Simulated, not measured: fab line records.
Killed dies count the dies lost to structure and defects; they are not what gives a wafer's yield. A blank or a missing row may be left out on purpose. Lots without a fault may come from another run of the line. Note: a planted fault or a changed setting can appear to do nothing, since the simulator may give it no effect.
What tool caused it? | flow n5_finfet | 30 wafers from 10 lots sampled at 2 of the route's 1938 steps

## WHAT THE GAUGES SHOWED, per wafer
N5_WELL_APT_OVL_MEAS_09. Usual: NWELL_OVL 3 nm, standard deviation 5.9.
lot  | measured    | on         | NWELL_OVL (nm) | flag
L249 | day 2 01:58 | overlay-02 | 11 -3 -6       |
L253 | day 3 01:44 | overlay-01 | 2 4 9          |
L259 | day 4 13:50 | overlay-02 | 51 54 52       | OFF
L260 | day 4 19:53 | overlay-02 | 59 64 51       | OFF
L261 | day 5 01:55 | overlay-01 | 5 7 13         |
L263 | day 5 13:44 | overlay-01 | 2 -4 -1        |
L264 | day 5 19:46 | overlay-02 | 4 0 10         |
L268 | day 6 19:50 | overlay-01 | -6 2 -3        |
L269 | day 7 01:59 | overlay-01 | -12 -11 -10    |
L270 | day 7 07:35 | overlay-02 | 1 -7 0         |

## WHAT TOOL EACH LOT RAN ON (gives the tool, then ch and the chambers of the sampled wafers, and finally the start)
lot  | N5_WELL_APT_EXPOSE_05
L249 | krf_scanner-01 ch 0, day 2 01:46
L253 | krf_scanner-01 ch 0, day 3 01:32
L259 | krf_scanner-01 ch 0, day 4 13:38
L260 | krf_scanner-01 ch 0, day 4 19:41
L261 | krf_scanner-02 ch 0, day 5 01:43
L263 | krf_scanner-02 ch 0, day 5 13:32
L264 | krf_scanner-02 ch 0, day 5 19:33
L268 | krf_scanner-02 ch 0, day 6 19:38
L269 | krf_scanner-02 ch 0, day 7 01:47
L270 | krf_scanner-02 ch 0, day 7 07:23
- N5_WELL_APT_EXPOSE_05: exposes mask NWELL, defocus 0 nm, target cd 200 nm.

## WHAT THE TOOLS THEMSELVES READ (means of the sampled wafers that have a number; where no wafer has one, the mark that the record gives instead)
The record holds no such reading with a usual standard deviation.

## THE ANSWER, worked out from the rows above alone
Rule: lot off if the mean of its wafers having a number is beyond 3 standard deviations from the usual mean. Also off: a lot with no number at a reading for which 4 or more lots have one. Where the step has rows for the other lots, those lots are counted as sound. Order of review: gauges by route order, followed by the tools' own readings, for which a lot's mean as printed above is used. At the first step where some lot is off, the reading lying furthest off is the one used; lots without a number count as furthest.
Off: L259, L260, seen at N5_WELL_APT_OVL_MEAS_09 (NWELL_OVL).
If a tool, at a process step before that reading, ran all the lots that are off and no sound lot after the first of them, it fits. Gauges at N5_WELL_APT_OVL_MEAS_09: tried the same way as those tools. One candidate fits, namely krf_scanner-01 at N5_WELL_APT_EXPOSE_05. Its last sound lot is L253 (day 3 01:32), its first lot that is off L259 (day 4 13:38): a fault that began between those two fits.

## WHAT WAS PUT IN BY THE SIMULATOR
Scanner matching overlay: krf_scanner-01, from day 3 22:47 on, at N5_WELL_APT_EXPOSE_05. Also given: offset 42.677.
Shown lots that were struck: L259, L260. The rule above found the same.
